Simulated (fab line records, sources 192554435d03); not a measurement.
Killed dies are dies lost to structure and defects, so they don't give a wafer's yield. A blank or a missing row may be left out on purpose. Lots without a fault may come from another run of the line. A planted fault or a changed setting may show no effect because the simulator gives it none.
Which tool did it? | flow n5_finfet | 8 lots, 24 wafers sampled, at 2 steps of a route of 1938

WHAT THE GAUGES READ, wafer by wafer
N5_BEOL_M4_RC_MEAS_101. Usual: DIBL_N 35.1 mV/V, standard deviation 1.6; DIBL_P 34.9 mV/V, standard deviation 1.8; IOFF_N 0.143 nA/um, standard deviation 0.026; IOFF_P 0.21 nA/um, standard deviation 0.037; ION_N 671 uA/um, standard deviation 11; ION_P 463 uA/um, standard deviation 7.8; SS_N 71.2 mV/dec, standard deviation 0.58; SS_P 73.0 mV/dec, standard deviation 0.54; VT_N 251 mV, standard deviation 3; VT_P -250 mV, standard deviation 4.1.
lot  | measured     | on        | DIBL_N (mV/V)  | DIBL_P (mV/V)  | IOFF_N (nA/um)    | IOFF_P (nA/um) | ION_N (uA/um) | ION_P (uA/um) | SS_N (mV/dec)  | SS_P (mV/dec)  | VT_N (mV)   | VT_P (mV)      | flag
L339 | day 9 04:28  | prober-01 | 33.5 33.3 34.0 | 33.1 32.9 33.4 | 0.131 0.129 0.138 | 0.17 0.17 0.16 | 676 670 675   | 461 453 460   | 71.2 71.2 70.9 | 72.3 73.0 73.1 | 249 251 253 | -254 -255 -254 |
L342 | day 11 01:00 | prober-01 | 34.3 35.9 33.5 | 35.1 36.5 34.4 | 0.135 0.155 0.131 | 0.20 0.23 0.20 | 681 691 668   | 467 467 469   | 71.2 71.6 71.2 | 73.2 73.7 72.3 | 254 251 252 | -248 -246 -250 |
L346 | day 11 06:17 | prober-01 | 32.3 35.7 34.8 | 30.9 36.4 34.2 | 0.105 0.159 0.141 | 0.15 0.22 0.19 | 663 677 673   | 458 466 463   | 70.3 71.0 70.4 | 72.7 73.3 73.2 | 255 248 251 | -251 -246 -248 |
L345 | day 11 08:31 | prober-02 | 35.2 36.0 34.7 | 34.4 35.8 34.0 | 0.143 0.156 0.136 | 0.19 0.21 0.19 | 676 678 671   | 462 466 462   | 71.2 72.0 71.2 | 73.3 74.1 73.2 | 252 249 251 | -253 -250 -253 |
L352 | day 13 23:33 | prober-02 | 34.6 35.2 35.7 | 33.5 34.0 33.9 | 0.104 0.122 0.121 | 0.17 0.18 0.18 | 647 660 653   | 447 455 454   | 71.2 70.7 70.8 | 73.7 73.1 73.1 | 256 254 256 | -256 -253 -253 |
L355 | day 14 05:44 | prober-01 | 33.6 36.4 33.3 | 33.2 36.0 32.2 | 0.113 0.156 0.106 | 0.18 0.22 0.16 | 655 676 656   | 462 475 455   | 70.6 71.6 70.8 | 72.5 73.7 71.9 | 253 252 255 | -249 -248 -252 |
L356 | day 14 18:48 | prober-01 | 34.3 37.4 36.3 | 33.8 38.1 36.9 | 0.121 0.175 0.154 | 0.19 0.26 0.23 | 656 675 674   | 450 472 472   | 71.3 71.4 71.2 | 72.6 73.6 72.7 | 253 249 251 | -251 -247 -250 |
L357 | day 14 19:01 | prober-02 | 38.4 33.5 35.1 | 38.9 34.8 36.8 | 0.223 0.133 0.157 | 0.25 0.19 0.21 | 674 675 681   | 451 461 466   | 72.7 70.7 70.6 | 74.1 72.9 73.5 | 250 252 248 | -248 -248 -252 |

N5_BEOL_M8_CD_MEAS_28: target cd 40 nm. Usual: cd_nm 40.03 nm, standard deviation 0.23.
lot  | measured     | on        | cd_nm (nm)        | flag
L339 | day 10 19:45 | cd_sem-02 | 40.31 39.87 40.23 |
L342 | day 12 20:23 | cd_sem-01 | 40.28 40.44 39.97 |
L346 | day 12 20:29 | cd_sem-01 | 39.99 40.36 39.95 |
L345 | day 12 20:26 | cd_sem-03 | 39.83 39.83 40.00 |
L352 | day 15 11:59 | cd_sem-03 | 39.64 40.00 39.79 |
L355 | day 15 19:45 | cd_sem-01 | 40.10 40.07 40.07 |
L356 | day 16 17:28 | cd_sem-02 | 39.80 40.05 39.98 |
L357 | day 16 17:53 | cd_sem-01 | 39.74 40.03 39.97 |

WHICH TOOL RAN EACH LOT (tool, then ch and the chambers of the sampled wafers, then the start)
The record holds no process step before these readings.

WHAT THE TOOLS THEMSELVES READ (means of the sampled wafers that have a number; where no wafer has one, the mark that the record gives instead)
The record holds no such reading with a usual standard deviation.

THE ANSWER, worked out from the rows above alone
Rule: a lot is off if the mean of its wafers that have a number lies more than 3 standard deviations from the usual mean. A lot without any number at a reading at which 4 lots or more have one is off too. The other lots that the step has rows for count as sound. The gauges are gone through in route order, then the tools' own readings, and for those a lot's mean is taken as printed above. The first step at which some lot is off is used, and at that step the reading that is off furthest; a lot without a number counts as furthest.
No lot is off at any reading shown: from this, nothing can be told.

WHAT THE SIMULATOR HAD PUT IN
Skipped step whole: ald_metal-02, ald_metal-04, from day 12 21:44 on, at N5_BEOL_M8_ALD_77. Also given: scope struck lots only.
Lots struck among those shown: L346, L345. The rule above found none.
